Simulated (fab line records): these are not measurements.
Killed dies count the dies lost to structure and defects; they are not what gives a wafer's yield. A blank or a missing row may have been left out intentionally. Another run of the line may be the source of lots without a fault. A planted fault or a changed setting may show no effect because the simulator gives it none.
What tool caused it?    flow nand-harc    18 wafers from 6 lots sampled at 2 of the route's 1159 steps

## WHAT THE GAUGES READ, wafer by wafer
NHARC_P_ZERO_WELL_CD_MEAS_37: target cd 720 nm.
lot   measured     on         cd-nm (nm)
L634  day 2 04:14  cd-sem-02  722.4 719.3 720.0
L639  day 3 10:12  cd-sem-01  776.2 775.7 777.5
L647  day 5 10:05  cd-sem-02  720.3 721.1 718.3
L649  day 5 22:13  cd-sem-02  718.7 717.1 718.2
L652  day 6 16:35  cd-sem-02  720.0 720.4 721.6
L655  day 7 10:16  cd-sem-01  720.1 720.8 719.9

## WHAT TOOL EACH LOT RAN ON (gives the tool, then ch and the chambers of the sampled wafers, and finally the start)
lot   NHARC_P_ZERO_WELL_EXPOSE_34
L634  krf-scanner-02 ch 0, day 2 04:05
L639  krf-scanner-02 ch 0, day 3 10:03
L647  krf-scanner-02 ch 0, day 5 09:56
L649  krf-scanner-02 ch 0, day 5 22:04
L652  krf-scanner-02 ch 0, day 6 16:26
L655  krf-scanner-04 ch 0, day 7 10:07
- NHARC_P_ZERO_WELL_EXPOSE_34: exposes mask P PWELL, target cd 720 nm.

## THE ANSWER, worked out from the rows above alone
Rule: what is usual is taken from the lots themselves. Put in order of their means at a reading, lots are off if they are a third of the lots or fewer, leave a main group of 4 or more, and stand apart from it by a gap of 3 or more times the standard deviation of the main group's means; of several such gaps the widest counts. The tables above print the reading to a certain number of digits; a main group whose means all agree to those digits is not used. A lot without any number at a reading at which 4 lots or more have one is off too. Where the step has rows for the other lots, those lots are counted as sound.
Off at NHARC_P_ZERO_WELL_CD_MEAS_37 (cd-nm): L639. Mean 719.9 nm and standard deviation 0.98 in the main group.
If a tool, at a process step before that reading, ran all the lots that are off and no sound lot after the first of them, it fits. Those tools and the gauges at NHARC_P_ZERO_WELL_CD_MEAS_37 are tried in the same way. Not one of the candidates tried fits.

## WHAT WAS PUT IN BY THE SIMULATOR
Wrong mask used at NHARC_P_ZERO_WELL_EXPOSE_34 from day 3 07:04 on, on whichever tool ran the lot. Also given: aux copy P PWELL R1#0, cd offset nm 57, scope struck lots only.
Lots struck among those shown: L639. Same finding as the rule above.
